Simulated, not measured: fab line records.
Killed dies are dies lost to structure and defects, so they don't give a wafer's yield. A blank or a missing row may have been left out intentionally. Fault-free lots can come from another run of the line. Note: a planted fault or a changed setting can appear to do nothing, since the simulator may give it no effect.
Matching of chambers :: flow n5 finfet :: 4 sister chambers for N5_BEOL_M12_ETCH_59 on rie diel-01
The step etches BARC in N2/H2, target depth 89 nm, overetch 26.7 nm, time 67.9 s. 27 wafers are shown with their chamber, then 12 later ones without.

WAFERS, EACH WITH ITS CHAMBER
wafer: L074.2
chamber: 0
drypump motor current A (A): 6.2
throttle valve pct (%): 17.88
showerhead plenum p Torr (Torr): 2.41

wafer: L074.3
chamber: 3
drypump motor current A (A): 5.4
throttle valve pct (%): 18.20
showerhead plenum p Torr (Torr): 2.46

wafer: L074.5
chamber: 3
drypump motor current A (A): 5.4
throttle valve pct (%): 18.21
showerhead plenum p Torr (Torr): 2.46

wafer: L076.1
chamber: 2
drypump motor current A (A): 5.6
throttle valve pct (%): 17.75
showerhead plenum p Torr (Torr): 2.56

wafer: L076.2
chamber: 3
drypump motor current A (A): 5.4
throttle valve pct (%): 18.20
showerhead plenum p Torr (Torr): 2.45

wafer: L076.6
chamber: 1
drypump motor current A (A): 5.8
throttle valve pct (%): 17.53
showerhead plenum p Torr (Torr): 2.43

wafer: L077.3
chamber: 2
drypump motor current A (A): 5.6
throttle valve pct (%): 17.75
showerhead plenum p Torr (Torr): 2.56

wafer: L077.4
chamber: 1
drypump motor current A (A): 5.8
throttle valve pct (%): 17.53
showerhead plenum p Torr (Torr): 2.42

wafer: L077.5
chamber: 0
drypump motor current A (A): 6.2
throttle valve pct (%): 17.90
showerhead plenum p Torr (Torr): 2.41

wafer: L080.1
chamber: 1
drypump motor current A (A): 5.8
throttle valve pct (%): 17.54
showerhead plenum p Torr (Torr): 2.42

wafer: L080.2
chamber: 2
drypump motor current A (A): 5.7
throttle valve pct (%): 17.76
showerhead plenum p Torr (Torr): 2.55

wafer: L080.6
chamber: 3
drypump motor current A (A): 5.4
throttle valve pct (%): 18.24
showerhead plenum p Torr (Torr): 2.45

wafer: L079.1
chamber: 0
drypump motor current A (A): 6.2
throttle valve pct (%): 17.89
showerhead plenum p Torr (Torr): 2.41

wafer: L079.3
chamber: 2
drypump motor current A (A): 5.6
throttle valve pct (%): 17.77
showerhead plenum p Torr (Torr): 2.55

wafer: L079.6
chamber: 2
drypump motor current A (A): 5.6
throttle valve pct (%): 17.77
showerhead plenum p Torr (Torr): 2.55

wafer: L082.2
chamber: 2
drypump motor current A (A): 5.6
throttle valve pct (%): 17.78
showerhead plenum p Torr (Torr): 2.55

wafer: L082.4
chamber: 1
drypump motor current A (A): 5.8
throttle valve pct (%): 17.54
showerhead plenum p Torr (Torr): 2.42

wafer: L082.5
chamber: 2
drypump motor current A (A): 5.6
throttle valve pct (%): 17.79
showerhead plenum p Torr (Torr): 2.55

wafer: L085.3
chamber: 1
drypump motor current A (A): 5.8
throttle valve pct (%): 17.56
showerhead plenum p Torr (Torr): 2.42

wafer: L085.4
chamber: 2
drypump motor current A (A): 5.6
throttle valve pct (%): 17.79
showerhead plenum p Torr (Torr): 2.55

wafer: L085.5
chamber: 0
drypump motor current A (A): 6.2
throttle valve pct (%): 17.93
showerhead plenum p Torr (Torr): 2.40

wafer: L089.1
chamber: 3
drypump motor current A (A): 5.4
throttle valve pct (%): 18.27
showerhead plenum p Torr (Torr): 2.44

wafer: L089.2
chamber: 0
drypump motor current A (A): 6.2
throttle valve pct (%): 17.94
showerhead plenum p Torr (Torr): 2.40

wafer: L089.6
chamber: 1
drypump motor current A (A): 5.8
throttle valve pct (%): 17.57
showerhead plenum p Torr (Torr): 2.41

wafer: L088.1
chamber: 0
drypump motor current A (A): 6.2
throttle valve pct (%): 17.94
showerhead plenum p Torr (Torr): 2.40

wafer: L088.3
chamber: 3
drypump motor current A (A): 5.4
throttle valve pct (%): 18.26
showerhead plenum p Torr (Torr): 2.44

wafer: L088.4
chamber: 2
drypump motor current A (A): 5.6
throttle valve pct (%): 17.81
showerhead plenum p Torr (Torr): 2.55

SIGNATURES (means of the wafers above)
reading: drypump motor current A
chamber 0: 6.200
chamber 1: 5.800
chamber 2: 5.611
chamber 3: 5.400
scatter within a chamber: 0.0197

reading: throttle valve pct
chamber 0: 17.9133
chamber 1: 17.5450
chamber 2: 17.7744
chamber 3: 18.2300
scatter within a chamber: 0.0237

reading: showerhead plenum p Torr
chamber 0: 2.4050
chamber 1: 2.4200
chamber 2: 2.5522
chamber 3: 2.4500
scatter within a chamber: 0.00627
Rule: distance of a wafer from a chamber = root of the sum over the readings of ((wafer's reading minus chamber's mean) / reading's scatter) squared. The wafer belongs to the nearest chamber; if the next one is less than 2 further off, it can't be placed. The scatter is the square root of a quotient: the sum, over the shown wafers, of each reading's squared deviation from its chamber's mean, divided by wafers minus chambers.

WAFERS WITH NO CHAMBER GIVEN
wafer: L090.1
drypump motor current A (A): 5.8
throttle valve pct (%): 17.57
showerhead plenum p Torr (Torr): 2.41

wafer: L090.2
drypump motor current A (A): 5.6
throttle valve pct (%): 17.79
showerhead plenum p Torr (Torr): 2.55

wafer: L090.4
drypump motor current A (A): 6.2
throttle valve pct (%): 17.94
showerhead plenum p Torr (Torr): 2.40

wafer: L091.4
drypump motor current A (A): 5.5
throttle valve pct (%): 18.27
showerhead plenum p Torr (Torr): 2.44

wafer: L091.5
drypump motor current A (A): 5.4
throttle valve pct (%): 18.26
showerhead plenum p Torr (Torr): 2.44

wafer: L091.6
drypump motor current A (A): 5.6
throttle valve pct (%): 17.82
showerhead plenum p Torr (Torr): 2.54

wafer: L094.1
drypump motor current A (A): 5.8
throttle valve pct (%): 17.59
showerhead plenum p Torr (Torr): 2.41

wafer: L094.3
drypump motor current A (A): 6.2
throttle valve pct (%): 17.96
showerhead plenum p Torr (Torr): 2.39

wafer: L094.5
drypump motor current A (A): 5.5
throttle valve pct (%): 18.30
showerhead plenum p Torr (Torr): 2.44

wafer: L096.3
drypump motor current A (A): 5.8
throttle valve pct (%): 17.59
showerhead plenum p Torr (Torr): 2.40

wafer: L096.5
drypump motor current A (A): 5.5
throttle valve pct (%): 18.28
showerhead plenum p Torr (Torr): 2.43

wafer: L096.6
drypump motor current A (A): 6.2
throttle valve pct (%): 17.97
showerhead plenum p Torr (Torr): 2.39

EACH ONE'S CHAMBER
wafer: L090.1
from the rows above: 1
in truth: 1

wafer: L090.2
from the rows above: 2
in truth: 2

wafer: L090.4
from the rows above: 0
in truth: 0

wafer: L091.4
from the rows above: 3
in truth: 3

wafer: L091.5
from the rows above: 3
in truth: 3

wafer: L091.6
from the rows above: 2
in truth: 2

wafer: L094.1
from the rows above: 1
in truth: 1

wafer: L094.3
from the rows above: 0
in truth: 0

wafer: L094.5
from the rows above: 3
in truth: 3

wafer: L096.3
from the rows above: 1
in truth: 1

wafer: L096.5
from the rows above: 3
in truth: 3

wafer: L096.6
from the rows above: 0
in truth: 0
Placed correctly: 12 of 12. Can't be placed from these rows: 0. Placed wrongly: 0.
